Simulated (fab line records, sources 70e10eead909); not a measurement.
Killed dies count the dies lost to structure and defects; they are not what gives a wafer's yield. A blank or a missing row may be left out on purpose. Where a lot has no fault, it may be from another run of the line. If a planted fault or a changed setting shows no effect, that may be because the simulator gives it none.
Tool commonality check | flow nand_harc | 33 wafers sampled across 11 lots

## WHAT PROMPTED THE OPENING
On 2 of the 11 lots, a flag is raised at NHARC_A_M0_CD_MEAS_09 on the reading cd_nm. Wafers without a fault read 80.1 nm, standard deviation 0.61.
Rule: a lot gets a flag if all its wafers with a number sit over 4 standard deviations from that mean, or if no wafer of it has a number. All remaining lots are regarded as sound.

lot  | measured     | on        | cd_nm (nm), wafer by wafer | flag
L165 | day 18 04:02 | cd_sem-02 | 80.5 80.5 80.0             |
L168 | day 18 04:29 | cd_sem-03 | 80.7 80.6 80.8             |
L167 | day 18 08:43 | cd_sem-03 | 80.6 80.0 79.6             |
L170 | day 19 06:22 | cd_sem-01 | 81.2 79.7 80.2             |
L176 | day 20 07:21 | cd_sem-03 | 80.7 80.2 79.3             |
L177 | day 20 09:55 | cd_sem-01 | 77.3 76.1 75.8             | FLAGGED
L175 | day 21 07:48 | cd_sem-03 | 81.5 79.9 80.1             |
L179 | day 21 08:17 | cd_sem-02 | 76.4 76.2 76.7             | FLAGGED
L184 | day 22 04:54 | cd_sem-03 | 79.4 79.7 79.7             |
L185 | day 23 01:07 | cd_sem-02 | 80.5 80.2 80.7             |
L186 | day 23 02:16 | cd_sem-01 | 80.1 79.5 79.8             |
The mean of the flagged lots' numbers is 76.4 nm, -3.7 nm from the usual (-6 standard deviations).

## LOT BY LOT: THE TOOL USED
The record keeps 1 process step preceding the reading, out of 1159 steps on the route. Each cell gives the tool, then ch followed by the chambers the sampled wafers passed through, then the start.
lot  | flag    | NHARC_A_M0_EXPOSE_06
L165 |         | arfi_scanner-02 ch 0, day 18 03:54
L168 |         | arfi_scanner-01 ch 0, day 18 04:22
L167 |         | arfi_scanner-01 ch 0, day 18 08:35
L170 |         | arfi_scanner-02 ch 0, day 19 06:13
L176 |         | arfi_scanner-02 ch 0, day 20 07:13
L177 | FLAGGED | arfi_scanner-02 ch 0, day 20 09:47
L175 |         | arfi_scanner-01 ch 0, day 21 07:40
L179 | FLAGGED | arfi_scanner-02 ch 0, day 21 08:09
L184 |         | arfi_scanner-03 ch 0, day 22 04:44
L185 |         | arfi_scanner-01 ch 0, day 23 00:59
L186 |         | arfi_scanner-01 ch 0, day 23 02:08
What is done by these steps:
- NHARC_A_M0_EXPOSE_06: exposes mask A M0, target cd 80 nm.
- NHARC_A_M0_CD_MEAS_09: target cd 80 nm.

## FLAGGED OVER TOTAL, TOOL BY TOOL (the gauges that took the reading come last)
step                  | tool            | lots run | flagged | share of the flagged lots | sound lots run after its first flagged lot
NHARC_A_M0_EXPOSE_06  | arfi_scanner-01 | 5        | 0       | none                      | -
NHARC_A_M0_EXPOSE_06  | arfi_scanner-02 | 5        | 2       | all                       | 0
NHARC_A_M0_EXPOSE_06  | arfi_scanner-03 | 1        | 0       | none                      | -
NHARC_A_M0_CD_MEAS_09 | cd_sem-01       | 3        | 1       | some                      | 1 (L186)
NHARC_A_M0_CD_MEAS_09 | cd_sem-02       | 3        | 1       | some                      | 1 (L185)
NHARC_A_M0_CD_MEAS_09 | cd_sem-03       | 5        | 0       | none                      | -

## WHAT THE TABLE PERMITS
Rows of the table that ran each flagged lot: 1, that is arfi_scanner-02 at NHARC_A_M0_EXPOSE_06.
- arfi_scanner-02 at NHARC_A_M0_EXPOSE_06: 2 of its 5 lots flagged. It ran its last sound lot, L176, at day 20 07:13 and its first flagged lot, L177, at day 20 09:47: a fault with its onset between the two fits. Its own readings (exposure_dose_mJ_cm2) fall more than 4 standard deviations out on all wafers of the flagged lots.
Left over: one tool, arfi_scanner-02 at NHARC_A_M0_EXPOSE_06.

## WHAT THE SIMULATOR HAD PUT IN
Process parameter drift: arfi_scanner-02, from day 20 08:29 on, at NHARC_A_M0_EXPOSE_06. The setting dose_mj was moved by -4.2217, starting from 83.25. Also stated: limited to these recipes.
Shown lots that were struck: L177, L179. The rule above reached the same finding.
